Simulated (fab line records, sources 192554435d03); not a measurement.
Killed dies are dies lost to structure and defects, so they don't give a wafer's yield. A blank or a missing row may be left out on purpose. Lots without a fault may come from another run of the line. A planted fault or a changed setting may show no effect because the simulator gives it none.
Chamber matching | flow n5_finfet | N5_BEOL_M7_CURE_75 on uv_cure-03: 3 sister chambers
The step cures SiCOH lowk, time 120 s. 16 wafers are shown with their chamber, then 8 later ones without.

WAFERS WITH THEIR CHAMBER
wafer  | chamber | wafer_temp_C_max | lamp_power_pct (%)
L079.2 | 2       | 373.8            | 52.38
L079.3 | 2       | 373.4            | 52.35
L079.6 | 2       | 373.5            | 52.30
L083.3 | 0       | 372.6            | 52.29
L083.4 | 0       | 372.8            | 52.31
L083.5 | 0       | 373.6            | 52.33
L085.2 | 2       | 372.8            | 52.37
L085.3 | 2       | 372.4            | 52.34
L085.5 | 2       | 373.2            | 52.23
L088.2 | 0       | 372.6            | 52.28
L088.5 | 0       | 372.9            | 52.27
L088.6 | 0       | 372.6            | 52.30
L091.1 | 0       | 372.1            | 52.34
L091.3 | 0       | 372.1            | 52.35
L091.5 | 0       | 372.1            | 52.32
L093.1 | 1       | 372.6            | 52.29

SIGNATURES (means of the wafers above)
reading          | chamber 0 | chamber 1 | chamber 2 | scatter within a chamber
wafer_temp_C_max | 372.600   | 372.600   | 373.183   | 0.494
lamp_power_pct   | 52.3100   | 52.2900   | 52.3283   | 0.0407
Rule: a wafer's distance from a chamber is the root of the sum, over the readings, of the square of ((its reading less the chamber's mean) divided by the reading's scatter). The wafer belongs to the nearest chamber; if the next one is less than 2 further off, it can't be placed. The scatter: the root of (the sum of the squares of (reading less its chamber's mean) over the shown wafers, divided by (wafers less chambers)).

WAFERS WITHOUT THEIR CHAMBER
wafer  | wafer_temp_C_max | lamp_power_pct (%)
L093.4 | 372.4            | 52.42
L093.5 | 371.7            | 52.34
L095.1 | 371.8            | 52.24
L095.2 | 372.0            | 52.35
L095.4 | 371.8            | 52.35
L096.2 | 372.1            | 52.33
L096.3 | 373.2            | 52.29
L096.5 | 373.4            | 52.17

WHICH CHAMBER EACH WENT THROUGH
wafer  | from the rows above          | in truth
L093.4 | can't be placed: 0 or 2 or 1 | 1
L093.5 | can't be placed: 0 or 1 or 2 | 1
L095.1 | can't be placed: 1 or 0 or 2 | 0
L095.2 | can't be placed: 0 or 1 or 2 | 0
L095.4 | can't be placed: 0 or 1 or 2 | 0
L096.2 | can't be placed: 0 or 1 or 2 | 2
L096.3 | can't be placed: 2 or 1 or 0 | 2
L096.5 | can't be placed: 1 or 0 or 2 | 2
Placed correctly: 0 of 8. Can't be placed from these rows: 8 (the true chamber is among the candidates in 8). Placed wrongly: 0.
